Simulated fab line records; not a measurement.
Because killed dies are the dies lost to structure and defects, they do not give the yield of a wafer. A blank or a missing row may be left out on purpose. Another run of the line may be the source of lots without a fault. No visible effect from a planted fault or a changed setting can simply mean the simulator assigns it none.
Struck lot and sound lot, side by side :: flow nand harc :: 15 out of 1159 route steps
Sound: wafers L401.3, L401.4, L401.5. Struck: wafer L391.1 (left out: L391.4, L391.5 of the same lot, which were not struck); the cause appears at the end.
Per side, at each step with rows, come the tool, then ch with its chambers, and then its first start. Under that, the readings that differ: sound wafers :: struck wafers :: difference of the means :: sigmas: that difference in standard deviations of wafers without a fault.
alike: readings with means less than 2 such deviations apart, plus words and numbers identical on both sides. not compared: withheld readings, readings lacking a value on some wafer, bounds such as >300 that could conceal the same value, and numbers that have no deviation in the record and whose values overlap.
A row with sigmas, a row that says differs or no value, or rows on one side alone: a step with any of these is where the two part. When numbers do not overlap yet have no deviation, they are printed without sigmas and do not part them. A reading missing from all wafers of one side parts the sides only when that side holds two or more wafers.

first, 7 steps without rows for these wafers: NHARC_A_BLC_COAT_03 (time 65 s); NHARC_A_BLC_COAT_04 (resist thk 90 nm); NHARC_A_BLC_SOFTBAKE_05 (time 55 s); NHARC_A_BLC_EBR_06; NHARC_A_BLC_EXPOSE_07 (exposes mask A BLC, target cd 100 nm); NHARC_A_BLC_PEB_08 (peb time 65 s); NHARC_A_BLC_DEVELOP_09 (develop time 35 s).
NHARC_A_BLC_CD_MEAS_10: the cd target is 100 nm.
  sound on cd sem-02 ch 0, day 21 23:43; struck on cd sem-02 ch 0, day 19 08:47
  alike: cd nm
NHARC_A_BLC_OVL_MEAS_11:
  struck on overlay-02, day 19 08:52; sound on overlay-01, day 21 23:49
  alike: overlay x nm, overlay y nm
NHARC_A_BLC_INSPECT_12:
  struck on defect inspect-02, day 19 08:54; sound on defect inspect-02, day 21 23:52
  alike: raw defect count
NHARC_A_BLC_DESCUM_15: chemistry O2, time 3 s.
  sound on rie diel-06 ch 0,1,2, day 21 23:55; struck on rie diel-06 ch 2, day 19 08:58
  alike: drypump motor current A, oes product au, rf vpp V, showerhead plenum p Torr, throttle valve pct
  not compared: rf hours counter h
NHARC_A_BLC_ETCH_16: etches the open film in CF4, target depth 39 nm, time 65 s.
  sound on rie diel-06 ch 0,1, day 22 00:01; struck on rie diel-06 ch 1, day 19 09:03
reading: drypump motor current A (A)
sound: 4.9 6.6 4.9
struck: 6.6
difference: +1.1
sigmas: +2
  alike: bias w, oes product au, rf vpp V, run length s, showerhead plenum p Torr, throttle valve pct
  not compared: rf hours counter h
NHARC_A_BLC_ETCH_17: etches the open film in N2/H2, target depth 390 nm, time 609.38 s.
  sound on rie diel-06 ch 1,3, day 22 00:06; struck on rie diel-06 ch 0, day 19 09:08
reading: rf vpp V (V)
sound: 425 429 428
struck: 434
difference: +7
sigmas: +2

reading: run length s (s)
sound: 631.0 630.6 630.1
struck: 610.0
difference: -20.6
sigmas: -69
  alike: drypump motor current A, h2 flow sccm, oes product au, showerhead plenum p Torr, throttle valve pct
  not compared: bias w, rf hours counter h
NHARC_A_BLC_ETCH_18: etches the open film in C4F8/O2/Ar, target depth 910 nm.
  sound: rie diel-06 ch 1,2,3; struck: rie diel-06 ch 1
  alike: bias w, oes product au, rf vpp V
  not compared: rf hours counter h
after that, 1 step had no rows for these wafers: NHARC_END_SORT_01.

WHERE THEY PART
At NHARC_A_BLC_ETCH_16 first; at NHARC_A_BLC_ETCH_17 last (within this record only). Later steps at which nothing parts them and some readings are alike: NHARC_A_BLC_ETCH_18.

WHY: what had been put in by the simulator
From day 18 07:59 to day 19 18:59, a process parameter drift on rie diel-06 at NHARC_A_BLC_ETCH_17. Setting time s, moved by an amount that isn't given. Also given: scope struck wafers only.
